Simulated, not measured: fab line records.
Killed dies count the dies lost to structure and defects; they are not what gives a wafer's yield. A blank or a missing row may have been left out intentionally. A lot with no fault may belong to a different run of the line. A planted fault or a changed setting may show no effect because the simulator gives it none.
fab line records	flow n5-finfet
record lots=12	wafers=36	last-day=16
route steps=1938 shown BEOL_M0_SAQP@637 MIM_TOP_LITHO@1847 TV_LITHO@1883 PASSIVATION@1936
lots untouched by any fault: they come from a run of this same line in which no faults occurred
start-h: hours from the record's opening day to when the first of the lot's shown wafers began	wait-h: how many hours have passed since the lot's step before this one	" repeats the value in the row above	L1.1+2: one row covering several wafers at once	- no value present, or no start provided	* or withheld: withheld	< > ~ a bound
route shown NAME@n: a module of which the file shows steps, and the number in the route of the first	usual: mean and standard deviation over wafers with no fault	same: alike in all rows	chamber/n: place in a boat	sites: readings site by site	_std_site: the values' standard deviation	_edge_site: outer sites' mean less inner sites'	radius-mm: for every site, how far away it sits from the centre of the wafer	mask NAME#n: copy n	behind: tool/chamber where the wafer was last shaped	hold: what put the lot on hold/how long, in hours/how the hold closed	device: which transistor (n, p or np) failed to switch	end of line: tests of these same wafers at the route's end	where a step has no rows: the recipe by itself	killed: at the first sort, the dies lost to defects and structure; wafer yield is something else	map: per-die view of a wafer (x killed, . not killed, _ where there is no die)
set.NAME: the setting the step ran with; set.NAME@STEP: the setting that earlier step ran with	model.NAME: the simulator's own value behind a step, which no gauge read
one table for each step of the route and one row for each wafer, over a sample of lots
services: from which hour (start-h, from the record's first day; less than 0 if before it) a tool's chamber was out of use, for how many hours, and why
## steps
# step N5_BEOL_M0_SAQP_PECVD_97
# recipe material=SiNx	target-thk-a=230	temp-c=350	precursor=SiH4/NH3/N2	pressure-torr=1.5	rf-w=300	time-s=19.9
# usual chamber-pressure-Torr=1.501/0.004	heater-power-w=517/60	showerhead-plenum-p-Torr=5.17/0.091	throttle-valve-pct=39.6/1.9
lot.wafer	tool	chamber	start-h	wait-h	chamber-pressure-Torr	heater-power-w	showerhead-plenum-p-Torr	throttle-valve-pct
L665.1	pecvd-03	0	114.84	0.0	1.499	543	5.22	39.7
L665.2	"	2	"	"	1.501	474	5.15	38.1
L665.3	"	1	"	"	1.503	522	5.05	41.9
L667.3	pecvd-03	1	122.03	0.0	1.500	494	5.06	41.8
L667.4	"	0	"	"	1.501	508	5.23	39.5
L667.6	"	1	"	"	1.502	477	5.05	42.0
L668.3	pecvd-03	2	128.38	0.0	1.501	423	5.15	38.0
L668.4	"	0	"	"	1.506	511	5.23	39.7
L668.6	"	1	"	"	1.507	515	5.06	42.1
L670.3	pecvd-01	2	136.37	0.0	1.502	639	5.19	40.4
L670.4	"	0	"	"	1.497	521	5.07	39.3
L670.6	"	2	"	"	1.501	643	5.20	40.5
L673.1	pecvd-01	2	156.97	0.0	1.504	664	5.21	40.1
L673.4	"	0	"	"	1.503	527	5.06	39.3
L673.5	"	2	"	"	1.501	676	5.20	40.6
L677.1	pecvd-04	2	184.04	0.0	1.497	475	5.14	35.6
L677.2	"	1	"	"	1.503	544	5.33	40.0
L677.4	"	2	"	"	1.499	475	5.16	35.6
L675.1	pecvd-03	1	184.14	0.0	1.497	512	5.07	42.0
L675.5	"	2	"	"	1.503	478	5.15	38.1
L675.6	"	1	"	"	1.499	516	5.06	41.6
L678.1	pecvd-01	0	191.01	0.0	1.498	594	5.06	39.3
L678.2	"	2	"	"	1.500	657	5.20	40.3
L678.6	"	2	"	"	1.496	667	5.21	40.2
L679.2	pecvd-04	0	192.91	0.0	1.531	530	5.11	39.1
L679.5	"	2	"	"	1.500	423	5.15	35.6
L679.6	"	0	"	"	1.499	528	5.12	39.4
L680.3	pecvd-04	1	201.14	0.0	1.494	447	5.35	40.1
L680.4	"	2	"	"	1.501	461	5.15	35.6
L680.5	"	0	"	"	1.498	562	5.10	39.4
L682.1	pecvd-03	1	211.93	0.0	1.504	516	5.07	41.7
L682.3	"	0	"	"	1.500	573	5.25	39.7
L682.4	"	1	"	"	1.502	512	5.05	42.0
L683.2	pecvd-04	0	221.47	0.0	1.497	538	5.11	39.2
L683.5	"	1	"	"	1.501	539	5.34	40.1
L683.6	"	2	"	"	1.503	443	5.14	35.7
# step N5_MIM_TOP_LITHO_CD_MEAS_08
# recipe target-cd-nm=2000	landing-energy-ev=500	detector=se-inlens
# usual cd-nm=2001.4/1.8
lot.wafer	tool	chamber	start-h	wait-h	cd-nm
L665.1	cd-sem-01	0	261.98	-	2001.9
L665.2	"	0	"	"	2002.8
L665.3	"	0	"	"	2004.7
L667.3	cd-sem-03	0	270.44	-	2003.0
L667.4	"	0	"	"	2000.4
L667.6	"	0	"	"	2000.2
L668.3	cd-sem-01	0	271.94	-	2002.1
L668.4	"	0	"	"	2001.8
L668.6	"	0	"	"	2001.1
L670.3	cd-sem-01	0	283.31	-	1999.9
L670.4	"	0	"	"	1999.7
L670.6	"	0	"	"	2001.0
L673.1	cd-sem-01	0	300.43	-	2002.3
L673.4	"	0	"	"	2001.3
L673.5	"	0	"	"	2003.1
L679.2	cd-sem-02	0	336.16	-	2002.1
L679.5	"	0	"	"	2002.8
L679.6	"	0	"	"	2001.5
L678.1	cd-sem-01	0	339.29	-	2004.3
L678.2	"	0	"	"	2002.5
L678.6	"	0	"	"	2003.8
L677.1	cd-sem-02	0	344.12	-	1998.0
L677.2	"	0	"	"	1998.7
L677.4	"	0	"	"	1996.4
L675.1	cd-sem-02	0	345.88	-	2000.0
L675.5	"	0	"	"	1998.7
L675.6	"	0	"	"	1999.7
L680.3	cd-sem-02	0	349.26	-	2002.0
L680.4	"	0	"	"	2003.9
L680.5	"	0	"	"	2000.5
L682.1	cd-sem-03	0	363.68	-	1996.3
L682.3	"	0	"	"	2000.0
L682.4	"	0	"	"	1999.1
L683.2	cd-sem-03	0	376.86	-	2003.6
L683.5	"	0	"	"	2003.6
L683.6	"	0	"	"	2002.8
# step N5_MIM_TOP_LITHO_OVL_MEAS_11
# recipe points-per-wafer=44
# usual MIM_TOP_OVL=-3/5.9
lot.wafer	tool	chamber	start-h	wait-h	MIM_TOP_OVL[nm]
L665.1	overlay-02	0	262.01	0.0	10
L665.2	"	0	"	"	8
L665.3	"	0	"	"	13
L667.3	overlay-01	0	270.47	0.0	-14
L667.4	"	0	"	"	-5
L667.6	"	0	"	"	-4
L668.3	overlay-02	0	271.97	0.0	-1
L668.4	"	0	"	"	-5
L668.6	"	0	"	"	0
L670.3	overlay-02	0	283.34	0.0	-7
L670.4	"	0	"	"	-13
L670.6	"	0	"	"	-2
L673.1	overlay-01	0	300.46	0.0	8
L673.4	"	0	"	"	-3
L673.5	"	0	"	"	-6
L679.2	overlay-01	0	336.19	0.0	-1
L679.5	"	0	"	"	0
L679.6	"	0	"	"	-2
L678.1	overlay-01	0	339.32	0.0	0
L678.2	"	0	"	"	-6
L678.6	"	0	"	"	-9
L677.1	overlay-02	0	344.15	0.0	-2
L677.2	"	0	"	"	8
L677.4	"	0	"	"	-1
L675.1	overlay-01	0	345.91	0.0	-8
L675.5	"	0	"	"	-8
L675.6	"	0	"	"	-8
L680.3	overlay-01	0	349.29	0.0	8
L680.4	"	0	"	"	6
L680.5	"	0	"	"	7
L682.1	overlay-01	0	363.71	0.0	-6
L682.3	"	0	"	"	-10
L682.4	"	0	"	"	-4
L683.2	overlay-01	0	376.89	0.0	2
L683.5	"	0	"	"	-2
L683.6	"	0	"	"	1
# step N5_PASSIVATION_CD_MEAS_10
# recipe target-cd-nm=3000	landing-energy-ev=500	detector=se-inlens
# usual cd-nm=3000/3.1
lot.wafer	tool	chamber	start-h	wait-h	cd-nm
L665.1	cd-sem-02	0	264.58	-	3000
L665.2	"	0	"	"	3002
L665.3	"	0	"	"	3004
L667.3	cd-sem-02	0	273.82	-	3007
L667.4	"	0	"	"	3002
L667.6	"	0	"	"	3002
L668.3	cd-sem-01	0	274.47	-	3004
L668.4	"	0	"	"	2998
L668.6	"	0	"	"	3005
L670.3	cd-sem-03	0	287.48	-	2997
L670.4	"	0	"	"	2998
L670.6	"	0	"	"	3000
L673.1	cd-sem-02	0	302.93	-	3008
L673.4	"	0	"	"	3005
L673.5	"	0	"	"	3002
L679.2	cd-sem-01	0	339.58	-	2996
L679.5	"	0	"	"	2996
L679.6	"	0	"	"	2996
L678.1	cd-sem-02	0	343.97	-	3005
L678.2	"	0	"	"	3001
L678.6	"	0	"	"	3001
L677.1	cd-sem-03	0	351.98	-	2998
L677.2	"	0	"	"	3002
L677.4	"	0	"	"	2998
L675.1	cd-sem-02	0	352.15	-	2997
L675.5	"	0	"	"	2999
L675.6	"	0	"	"	3001
L680.3	cd-sem-01	0	352.44	-	3000
L680.4	"	0	"	"	3000
L680.5	"	0	"	"	3001
L682.1	cd-sem-03	0	367.17	-	3000
L682.3	"	0	"	"	3001
L682.4	"	0	"	"	3000
L683.2	cd-sem-02	0	379.47	-	2999
L683.5	"	0	"	"	3005
L683.6	"	0	"	"	3000
# step N5_PASSIVATION_PROBE_49
# usual defect-limited-yield=91.7/1.5	killed_at_M0_to_M3=32/9.6	killed_at_M4_up=13/5.3	killed-at-contacts=12/6.8	killed-at-front-end=36/9.8	killed-at-other=4/3.1	killed-dies=98/17	killed-on-rim=13/4	killed-open=65/13	killed-short=32/8.5	sort_bin_5_function=4.9/0.93	sort_bin_6_memory=3.2/0.67	sort_bin_8_speed=0.00/0.02	sort-n-pass=1082/17	sort-yield-pct=91.7/1.4
# same gross-dies=1180	killed-at-back-side=0	sort_bin_4_leakage[%]=0
lot.wafer	tool	chamber	start-h	wait-h	defect-limited-yield[%]	killed_at_M0_to_M3	killed_at_M4_up	killed-at-contacts	killed-at-front-end	killed-at-other	killed-dies	killed-on-rim	killed-open	killed-short	sort_bin_5_function[%]	sort_bin_6_memory[%]	sort_bin_8_speed[%]	sort-n-pass	sort-yield-pct[%]
L665.1	prober-01	-	272.12	0.0	92.8	33	10	14	28	0	85	8	63	21	4.7	2.4	0	1095	92.8
L665.2	prober-01	-	272.17	0.1	91.0	34	6	27	37	2	106	11	71	34	4.6	4.4	0	1074	91.0
L665.3	prober-01	-	272.22	0.1	91.3	42	7	15	37	2	103	12	64	38	5.3	3.1	0	1077	91.3
L667.3	prober-02	-	280.44	0.1	90.9	22	14	12	56	3	107	15	72	31	5.2	3.6	0	1073	90.9
L667.4	prober-02	-	280.49	0.2	90.7	37	17	11	39	6	110	12	65	45	5.6	3.4	0	1070	90.7
L667.6	prober-02	-	280.59	0.3	91.3	40	8	9	40	6	103	15	56	45	5.7	2.6	0	1077	91.3
L668.3	prober-02	-	281.45	0.1	93.6	23	10	9	31	3	76	10	49	26	3.1	2.9	0	1104	93.6
L668.4	prober-02	-	281.50	0.2	92.6	22	14	10	39	2	87	12	48	38	4.3	2.9	0	1093	92.6
L668.6	prober-02	-	281.60	0.3	92.0	24	13	3	49	5	94	12	58	34	4.7	3.1	0	1086	92.0
L670.3	prober-01	-	294.73	0.1	93.6	29	15	16	13	3	76	13	56	18	3.5	2.8	0	1104	93.6
L670.4	prober-01	-	294.78	0.2	92.7	32	10	12	28	4	86	12	53	32	4.6	2.5	0	1094	92.7
L670.6	prober-01	-	294.88	0.3	91.4	36	10	6	44	5	101	16	78	23	5.0	3.5	0	1079	91.4
L673.1	prober-02	-	309.88	0.0	91.3	23	24	20	34	2	103	17	81	22	5.2	3.3	0	1077	91.3
L673.4	prober-02	-	310.03	0.2	90.3	28	23	30	32	2	115	14	76	36	5.5	4.0	0	1065	90.3
L673.5	prober-02	-	310.08	0.2	89.2	31	25	31	35	5	127	21	70	56	6.2	4.1	0	1053	89.2
L679.2	prober-01	-	346.18	0.1	91.6	30	18	8	37	6	99	9	63	33	5.3	2.8	0	1081	91.6
L679.5	prober-01	-	346.33	0.2	93.0	22	19	5	34	3	83	10	53	30	3.6	2.9	0	1097	93.0
L679.6	prober-01	-	346.38	0.3	92.5	25	10	11	34	8	88	8	52	35	4.3	2.9	0	1092	92.5
L678.1	prober-02	-	351.38	0.0	90.2	38	29	14	35	0	116	19	76	33	6.1	2.9	0	1064	90.2
L678.2	prober-02	-	351.43	0.1	92.2	27	21	3	40	1	92	14	62	28	4.7	2.9	0	1088	92.2
L678.6	prober-02	-	351.63	0.3	94.3	24	15	1	22	5	67	10	48	17	3.6	2.0	0	1113	94.3
L675.1	prober-02	-	359.15	0.0	92.2	36	6	6	38	6	92	13	52	38	3.7	3.6	0	1088	92.2
L675.5	prober-02	-	359.35	0.2	90.7	45	16	14	33	2	110	31	58	39	4.8	3.1	0	1070	90.7
L675.6	prober-02	-	359.40	0.3	90.7	31	17	15	40	7	110	16	68	36	5.3	3.3	0	1070	90.7
L680.3	prober-02	-	361.10	1.0	91.4	27	22	6	38	8	101	15	69	32	5.0	3.4	0	1079	91.4
L680.4	prober-02	-	361.15	1.1	91.6	28	12	5	47	7	99	9	64	35	5.8	2.5	0	1081	91.6
L680.5	prober-02	-	361.20	1.1	91.7	27	11	6	50	4	98	16	62	36	5.3	2.6	0	1082	91.7
L677.1	prober-02	-	361.30	1.2	90.7	39	13	11	44	3	110	20	75	32	5.8	3.4	0.08	1070	90.7
L677.2	prober-02	-	361.35	1.3	92.4	26	8	9	45	2	90	9	60	30	4.2	3.3	0	1090	92.4
L677.4	prober-02	-	361.45	1.4	91.4	27	7	21	45	2	102	18	68	34	5.3	3.2	0	1078	91.4
L682.1	prober-01	-	374.44	0.0	93.9	22	9	3	34	4	72	5	49	20	3.8	2.2	0	1108	93.9
L682.3	prober-01	-	374.54	0.1	92.9	30	20	5	28	1	84	11	55	27	4.7	2.2	0	1096	92.9
L682.4	prober-01	-	374.59	0.2	93.4	18	10	15	33	2	78	12	49	26	3.7	2.6	0	1102	93.4
L683.2	prober-01	-	386.76	0.1	91.1	15	9	33	45	3	105	8	63	40	5.5	3.0	0	1075	91.1
L683.5	prober-01	-	386.91	0.2	90.8	18	12	21	54	4	109	16	78	26	5.0	4.2	0	1071	90.8
L683.6	prober-01	-	386.96	0.3	93.7	17	7	11	34	5	74	4	49	21	3.5	2.7	0	1106	93.7
# killed by level:class
L665.1 BEOL_M0_SAQP:geometric-particle:open=14 STI_FIN_REVEAL:geometric-particle:open=12 MOL_CONTACT_COAG:geometric-particle:open=12 BEOL_M0_SAQP:geometric-particle:short=8 FIN_SAQP:geometric-particle:short=5 BEOL_M3:geometric-particle:open=5 FIN_SAQP:geometric-particle:open=4 BEOL_M1:geometric-particle:open=3
L665.2 MOL_CONTACT_COAG:geometric-particle:open=21 BEOL_M0_SAQP:geometric-particle:open=10 STI_FIN_REVEAL:geometric-particle:open=9 GATE_CUT:geometric-particle:short=7 BEOL_M3:geometric-particle:open=7 MOL_CONTACT_COAG:geometric-particle:short=6 DUMMY_GATE:geometric-particle:open=4 BEOL_M0_SAQP:geometric-particle:short=4
L665.3 BEOL_M0_SAQP:geometric-particle:short=15 MOL_CONTACT_COAG:geometric-particle:open=13 BEOL_M0_SAQP:geometric-particle:open=11 FIN_SAQP:geometric-particle:short=8 STI_FIN_REVEAL:geometric-particle:open=7 DUMMY_GATE:geometric-particle:open=7 FIN_SAQP:geometric-particle:open=6 BEOL_M3:geometric-particle:open=6
L667.3 FIN_SAQP:geometric-particle:short=10 STI_FIN_REVEAL:geometric-particle:open=9 MOL_CONTACT_COAG:geometric-particle:open=8 FIN_SAQP:geometric-particle:open=6 BEOL_M4:geometric-particle:open=6 DUMMY_GATE:geometric-particle:open=5 GATE_CUT:geometric-particle:short=5 BEOL_M3:geometric-particle:open=5
L667.4 BEOL_M3:geometric-particle:open=15 BEOL_M0_SAQP:geometric-particle:short=9 FIN_SAQP:geometric-particle:short=8 MOL_CONTACT_COAG:geometric-particle:open=8 BEOL_M5:geometric-particle:open=7 FIN_SAQP:geometric-particle:open=6 DUMMY_GATE:geometric-particle:open=5 BEOL_M0_SAQP:geometric-particle:open=5
L667.6 FIN_SAQP:geometric-particle:short=14 BEOL_M0_SAQP:geometric-particle:open=11 BEOL_M0_SAQP:geometric-particle:short=11 GATE_CUT:geometric-particle:short=7 MOL_CONTACT_COAG:geometric-particle:open=7 GATE_CUT:geometric-particle:open=6 BEOL_M3:geometric-particle:open=6 STI_FIN_REVEAL:geometric-particle:open=5
L668.3 FIN_SAQP:geometric-particle:short=10 MOL_CONTACT_COAG:geometric-particle:open=9 GATE_CUT:geometric-particle:short=7 BEOL_M1:geometric-particle:open=7 FIN_SAQP:geometric-particle:open=5 BEOL_M4:geometric-particle:open=5 BEOL_M0_SAQP:geometric-particle:open=4 BEOL_M2:geometric-particle:open=4
L668.4 FIN_SAQP:geometric-particle:short=13 MOL_CONTACT_COAG:geometric-particle:open=8 FIN_SAQP:geometric-particle:open=6 STI_FIN_REVEAL:geometric-particle:open=6 BEOL_M0_SAQP:geometric-particle:short=5 BEOL_M1:geometric-particle:open=5 BEOL_M2:geometric-particle:open=5 STI_FIN_REVEAL:geometric-particle:short=3
L668.6 FIN_SAQP:geometric-particle:open=10 GATE_CUT:geometric-particle:short=7 BEOL_M1:geometric-particle:open=6 BEOL_M0_SAQP:geometric-particle:open=5 STARTING-WAFER:geometric-particle:open=5 FIN_SAQP:geometric-particle:short=4 DUMMY_GATE:geometric-particle:open=4 GATE_CUT:geometric-particle:open=4
L670.3 MOL_CONTACT_COAG:geometric-particle:open=14 BEOL_M0_SAQP:geometric-particle:short=9 BEOL_M4:geometric-particle:open=7 BEOL_M0_SAQP:geometric-particle:open=6 BEOL_M2:geometric-particle:open=5 BEOL_M1:geometric-particle:open=4 BEOL_M3:geometric-particle:open=4 GATE_CUT:geometric-particle:short=3
L670.4 BEOL_M0_SAQP:geometric-particle:short=9 STI_FIN_REVEAL:geometric-particle:open=8 MOL_CONTACT_COAG:geometric-particle:short=8 BEOL_M2:geometric-particle:open=8 BEOL_M0_SAQP:geometric-particle:open=6 DUMMY_GATE:geometric-particle:open=5 MOL_CONTACT_COAG:geometric-particle:open=4 BEOL_M1:geometric-particle:open=4
L670.6 STI_FIN_REVEAL:geometric-particle:open=20 BEOL_M2:geometric-particle:open=11 BEOL_M0_SAQP:geometric-particle:open=7 FIN_SAQP:geometric-particle:open=5 MOL_CONTACT_COAG:geometric-particle:open=5 BEOL_M0_SAQP:geometric-particle:short=4 BEOL_M1:geometric-particle:open=4 BEOL_M3:geometric-particle:open=4
L673.1 MOL_CONTACT_COAG:geometric-particle:open=16 STI_FIN_REVEAL:geometric-particle:open=12 BEOL_M4:geometric-particle:open=9 FIN_SAQP:geometric-particle:short=6 BEOL_M0_SAQP:geometric-particle:open=6 DUMMY_GATE:geometric-particle:open=5 BEOL_M0:geometric-particle:open=5 BEOL_M3:geometric-particle:open=5
L673.4 MOL_CONTACT_COAG:geometric-particle:open=25 BEOL_M4:geometric-particle:open=13 FIN_SAQP:geometric-particle:short=7 BEOL_M0_SAQP:geometric-particle:short=7 BEOL_M3:geometric-particle:open=6 STI_FIN_REVEAL:geometric-particle:open=5 MOL_CONTACT_COAG:geometric-particle:short=5 BEOL_M0_SAQP:geometric-particle:open=4
L673.5 MOL_CONTACT_COAG:geometric-particle:open=26 FIN_SAQP:geometric-particle:short=12 BEOL_M4:geometric-particle:short=10 BEOL_M0_SAQP:geometric-particle:short=10 BEOL_M4:geometric-particle:open=9 BEOL_M0_SAQP:geometric-particle:open=7 FIN_SAQP:geometric-particle:open=5 MOL_CONTACT_COAG:geometric-particle:short=5
L679.2 STI_FIN_REVEAL:geometric-particle:open=18 BEOL_M0_SAQP:geometric-particle:short=12 FIN_SAQP:geometric-particle:short=8 MOL_CONTACT_COAG:geometric-particle:open=6 BEOL_M0_SAQP:geometric-particle:open=5 BEOL_M2:geometric-particle:open=5 FIN_SAQP:geometric-particle:open=4 BEOL_M3:geometric-particle:open=4
L679.5 STI_FIN_REVEAL:geometric-particle:open=10 BEOL_M4:geometric-particle:open=8 FIN_SAQP:geometric-particle:short=6 BEOL_M1:geometric-particle:open=6 BEOL_M2:geometric-particle:open=6 MOL_CONTACT_COAG:geometric-particle:open=5 FIN_SAQP:geometric-particle:open=4 BEOL_M0_SAQP:geometric-particle:short=4
L679.6 MOL_CONTACT_COAG:geometric-particle:open=8 FIN_SAQP:geometric-particle:open=7 BEOL_M0_SAQP:geometric-particle:open=7 BEOL_M1:geometric-particle:short=6 FIN_SAQP:geometric-particle:short=5 STI_FIN_REVEAL:geometric-particle:open=5 BEOL_M0_SAQP:geometric-particle:short=5 STARTING-WAFER:geometric-particle:open=4
L678.1 BEOL_M4:geometric-particle:open=16 MOL_CONTACT_COAG:geometric-particle:open=12 BEOL_M3:geometric-particle:open=10 FIN_SAQP:geometric-particle:open=7 BEOL_M0_SAQP:geometric-particle:short=6 BEOL_M1:geometric-particle:open=5 BEOL_M2:geometric-particle:open=5 HKMG_FIN:area-etch=5
L678.2 FIN_SAQP:geometric-particle:short=11 BEOL_M3:geometric-particle:open=10 FIN_SAQP:geometric-particle:open=8 DUMMY_GATE:geometric-particle:open=7 BEOL_M0_SAQP:geometric-particle:short=6 BEOL_M7:geometric-particle:open=5 BEOL_M1:geometric-particle:open=5 BEOL_M4:geometric-particle:open=4
L678.6 BEOL_M3:geometric-particle:open=6 BEOL_M0_SAQP:geometric-particle:open=5 FIN_SAQP:geometric-particle:open=4 GATE_CUT:geometric-particle:short=4 BEOL_M0:geometric-particle:open=4 BEOL_M2:geometric-particle:open=4 BEOL_M4:geometric-particle:open=4 FIN_SAQP:geometric-particle:short=3
L675.1 BEOL_M0_SAQP:geometric-particle:open=13 FIN_SAQP:geometric-particle:short=9 BEOL_M0_SAQP:geometric-particle:short=9 FIN_SAQP:geometric-particle:open=7 STI_FIN_REVEAL:geometric-particle:open=7 GATE_CUT:geometric-particle:short=7 MOL_CONTACT_COAG:geometric-particle:open=6 BEOL_M0:geometric-particle:open=4
L675.5 BEOL_M0_SAQP:area-pecvd=13 MOL_CONTACT_COAG:geometric-particle:open=10 BEOL_M0_SAQP:geometric-particle:short=7 BEOL_M4:geometric-particle:open=7 FIN_SAQP:geometric-particle:short=6 BEOL_M0:geometric-particle:open=6 GATE_CUT:geometric-particle:open=6 FIN_SAQP:geometric-particle:open=5
L675.6 MOL_CONTACT_COAG:geometric-particle:open=13 BEOL_M2:geometric-particle:open=10 BEOL_M4:geometric-particle:open=10 GATE_CUT:geometric-particle:short=8 GATE_CUT:geometric-particle:open=7 HKMG_FIN:area-etch=6 BEOL_M0:geometric-particle:open=5 BEOL_M0_SAQP:geometric-particle:short=4
L680.3 BEOL_M4:geometric-particle:open=11 STI_FIN_REVEAL:geometric-particle:open=10 BEOL_M3:geometric-particle:open=9 BEOL_M2:geometric-particle:open=8 MOL_CONTACT_COAG:geometric-particle:open=6 FIN_SAQP:geometric-particle:short=5 FIN_SAQP:geometric-particle:open=5 BEOL_M0_SAQP:geometric-particle:short=3
L680.4 STI_FIN_REVEAL:geometric-particle:open=8 FIN_SAQP:geometric-particle:short=7 BEOL_M3:geometric-particle:open=7 DUMMY_GATE:geometric-particle:open=6 GATE_CUT:geometric-particle:short=6 BEOL_M0_SAQP:geometric-particle:open=5 BEOL_M5:geometric-particle:open=5 BEOL_M1:geometric-particle:open=4
L680.5 STI_FIN_REVEAL:geometric-particle:open=10 FIN_SAQP:geometric-particle:short=9 FIN_SAQP:geometric-particle:open=7 MOL_CONTACT_COAG:geometric-particle:open=5 BEOL_M0_SAQP:geometric-particle:short=5 BEOL_M0_SAQP:geometric-particle:open=5 SPACER0:geometric-particle:open=4 BEOL_M2:geometric-particle:open=4
L677.1 STI_FIN_REVEAL:geometric-particle:open=11 MOL_CONTACT_COAG:geometric-particle:open=11 BEOL_M0_SAQP:geometric-particle:open=8 BEOL_M1:geometric-particle:open=8 FIN_SAQP:geometric-particle:open=7 FIN_SAQP:geometric-particle:short=6 BEOL_M2:geometric-particle:open=6 BEOL_M4:geometric-particle:open=5
L677.2 STI_FIN_REVEAL:geometric-particle:open=12 FIN_SAQP:geometric-particle:open=9 FIN_SAQP:geometric-particle:short=8 BEOL_M0_SAQP:geometric-particle:open=8 MOL_CONTACT_COAG:geometric-particle:open=7 BEOL_M0_SAQP:geometric-particle:short=7 BEOL_M3:geometric-particle:open=5 GATE_CUT:geometric-particle:short=4
L677.4 MOL_CONTACT_COAG:geometric-particle:open=19 STI_FIN_REVEAL:geometric-particle:open=17 BEOL_M0_SAQP:geometric-particle:short=7 BEOL_M1:geometric-particle:open=6 GATE_CUT:geometric-particle:short=5 FIN_SAQP:geometric-particle:short=4 GATE_CUT:geometric-particle:open=4 FIN_SAQP:geometric-particle:open=3
L682.1 FIN_SAQP:geometric-particle:open=6 BEOL_M3:geometric-particle:open=6 STI_FIN_REVEAL:geometric-particle:open=6 GATE_CUT:geometric-particle:short=5 BEOL_M1:geometric-particle:open=5 BEOL_M4:geometric-particle:open=5 BEOL_M3:geometric-particle:short=4 STARTING-WAFER:geometric-particle:open=4
L682.3 STI_FIN_REVEAL:geometric-particle:open=10 BEOL_M4:geometric-particle:open=9 BEOL_M0:geometric-particle:short=8 BEOL_M1:geometric-particle:open=6 BEOL_M5:geometric-particle:open=6 MOL_CONTACT_COAG:geometric-particle:open=5 FIN_SAQP:geometric-particle:short=5 BEOL_M0_SAQP:geometric-particle:open=4
L682.4 FIN_SAQP:geometric-particle:short=11 MOL_CONTACT_COAG:geometric-particle:open=11 STI_FIN_REVEAL:geometric-particle:open=7 BEOL_M1:geometric-particle:open=7 ILD0:geometric-particle:open=4 MOL_CONTACT_COAG:geometric-particle:short=4 BEOL_M0_SAQP:geometric-particle:short=3 BEOL_M3:geometric-particle:open=3
L683.2 MOL_CONTACT_COAG:geometric-particle:open=26 STI_FIN_REVEAL:geometric-particle:open=11 FIN_SAQP:geometric-particle:short=7 MOL_CONTACT_COAG:geometric-particle:short=7 BEOL_M4:geometric-particle:open=6 BEOL_M0_SAQP:geometric-particle:open=5 BEOL_M0_SAQP:geometric-particle:short=5 FIN_SAQP:geometric-particle:open=4
L683.5 STI_FIN_REVEAL:geometric-particle:open=22 MOL_CONTACT_COAG:geometric-particle:open=17 GATE_CUT:geometric-particle:short=9 STI_FIN_REVEAL:geometric-particle:short=7 BEOL_M4:geometric-particle:open=6 BEOL_M2:geometric-particle:open=5 BEOL_M3:geometric-particle:open=4 BEOL_M1:geometric-particle:open=4
L683.6 STI_FIN_REVEAL:geometric-particle:open=11 MOL_CONTACT_COAG:geometric-particle:open=8 BEOL_M3:geometric-particle:open=5 BEOL_M4:geometric-particle:open=4 GATE_CUT:geometric-particle:open=3 BEOL_M1:geometric-particle:open=3 STARTING-WAFER:geometric-particle:short=3 STI_FIN_REVEAL:geometric-particle:short=2
## services
tool	chamber	start-h	hours	kind
pecvd-03	0	93.93	3.9	repair
pecvd-03	1	140.56	5.5	scheduled-down
pecvd-01	1	151.00	6.7	repair
pecvd-03	2	164.62	5.5	scheduled-down
pecvd-01	2	209.43	19.8	repair
pecvd-03	2	211.82	5.0	scheduled-down
## key
first-sign step=N5_PASSIVATION_PROBE_49	reading=killed-on-rim	direction=up	sigmas=4.5	usual=13	struck=31
effect none on later readings
met-at N5_BEOL_M0_SAQP_PECVD_97
struck-lots L675
struck-wafers L675.5
not-acting-at N5_MIM_TOP_LITHO_CD_MEAS_08,N5_MIM_TOP_LITHO_OVL_MEAS_11,N5_PASSIVATION_CD_MEAS_10
onset-between 128.38 184.14
fault kind=site-profile-drift	tool=pecvd-03	chamber=2	onset-h=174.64	steps=N5_BEOL_M0_SAQP_PECVD_97	basis=fraction	max-abs-drift=0.36963	slope-share-per-hr=82.139	site-pattern=0,0,0,0,0,-1,-1,-1,-1
